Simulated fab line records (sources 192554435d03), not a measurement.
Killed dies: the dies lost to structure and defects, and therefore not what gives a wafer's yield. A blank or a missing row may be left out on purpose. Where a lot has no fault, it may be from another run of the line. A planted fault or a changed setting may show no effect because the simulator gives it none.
Split-lot experiment + flow n5 finfet + on a route of 1938 steps: 7 lots, 21 wafers read

ABOUT THE SPLIT
At N5_HKMG_FIN_COAT_85 (time 60 s, resist thk 300 nm), the setting spin rpm was moved away from the recipe's 1500 rpm on 7 of the 21 wafers read, by -11.3% to +6.7%. The other wafers ran this setting at the recipe's value.

The split's own step is where the reading is taken.

THE READING
SOC_of_HKMG_FIN_COAT_85.thk nm (the simulator's own value, which no gauge read), in nm, at N5_HKMG_FIN_COAT_85 (time 60 s, resist thk 300 nm). The file does not state a usual value for it. Here, 14 wafers ran the recipe; their average is 300.2 nm with a standard deviation of 1 nm.

| wafer  | tool, chamber at the split | spin rpm as run, rpm | against the recipe | SOC_of_HKMG_FIN_COAT_85.thk nm, nm | against lot-mates on the recipe |
|--------|----------------------------|----------------------|--------------------|------------------------------------|---------------------------------|
| L082.2 | litho track-02, 0          | 1500                 | recipe             | 299.8                              | -                               |
| L082.3 | litho track-02, 0          | 1331                 | -11.3%             | 318.2                              | +18.4                           |
| L082.4 | litho track-02, 0          | 1331                 | -11.3%             | 318.4                              | +18.6                           |
| L083.1 | litho track-01, 0          | 1438                 | -4.1%              | 306                                | +6.2                            |
| L083.2 | litho track-01, 0          | 1438                 | -4.1%              | 305.8                              | +6.0                            |
| L083.5 | litho track-01, 0          | 1500                 | recipe             | 299.8                              | -                               |
| L085.1 | litho track-02, 0          | 1348                 | -10.1%             | 316.2                              | +17.6                           |
| L085.2 | litho track-02, 0          | 1500                 | recipe             | 298.8                              | -                               |
| L085.4 | litho track-02, 0          | 1500                 | recipe             | 298.4                              | -                               |
| L089.3 | litho track-05, 0          | 1500                 | recipe             | 300.8                              | -                               |
| L089.4 | litho track-05, 0          | 1500                 | recipe             | 301.8                              | -                               |
| L089.5 | litho track-05, 0          | 1500                 | recipe             | 301.4                              | -                               |
| L092.3 | litho track-02, 0          | 1500                 | recipe             | 300                                | -                               |
| L092.4 | litho track-02, 0          | 1600                 | +6.7%              | 289.8                              | -10.2                           |
| L092.6 | litho track-02, 0          | 1600                 | +6.7%              | 290.2                              | -9.8                            |
| L093.1 | litho track-01, 0          | 1500                 | recipe             | 301.6                              | -                               |
| L093.2 | litho track-01, 0          | 1500                 | recipe             | 301                                | -                               |
| L093.4 | litho track-01, 0          | 1500                 | recipe             | 301.2                              | -                               |
| L094.3 | litho track-01, 0          | 1500                 | recipe             | 300                                | -                               |
| L094.4 | litho track-01, 0          | 1500                 | recipe             | 299.6                              | -                               |
| L094.5 | litho track-01, 0          | 1500                 | recipe             | 299.2                              | -                               |

THE FIT
A straight line over all 21 wafers: SOC_of_HKMG_FIN_COAT_85.thk nm changes by -1.57 nm for each +1% of spin rpm; r = -0.99; the points scatter about the line by 0.94 nm.
The same after taking each lot's own level away (the mean of its wafers on the recipe; 21 wafers): -1.62 nm for each +1%; r = -1.00; scatter 0.49 nm.
The reading moves by 18 nm for the largest change in spin rpm, on that fit.
The span of the lots' own levels, 298.60 to 301.33 nm, comes to 2.7 times the standard deviation stated above.
Hence the lot-to-lot level has little effect on the slope; both slopes agree.
Check: with one of the wafers moved furthest among these (-11.3%) left out of the fit, the line predicts +18.3 nm for it against its lot-mates. It came out at +18.4 nm against them.

FURTHER SPLITS ON THESE WAFERS
These wafers also went through other splits before the reading. Each is held against what the fit with the lots' levels taken away leaves over:
| other split on the same wafers | wafers away from the commonest value | r with SOC_of_HKMG_FIN_COAT_85.thk nm (lot level and that fit taken away) |
|--------------------------------|--------------------------------------|---------------------------------------------------------------------------|
| N5_SD_EPI_N_DESCUM_14 time s   | 6                                    | -0.38                                                                     |
| N5_SD_EPI_P_COAT_34 spin rpm   | 7                                    | +0.00                                                                     |
| N5_SD_EPI_P_PEB_07 peb time s  | 6                                    | +0.23                                                                     |
| N5_HKMG_FIN_COAT_43 spin rpm   | 6                                    | +0.49                                                                     |
| N5_HKMG_FIN_ETCH_35 time s     | 6                                    | -0.32                                                                     |

THE FILE'S OWN FIT
SOC_of_HKMG_FIN_COAT_85.thk nm changes by -1.64 nm for each +1% of spin rpm, r = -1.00.
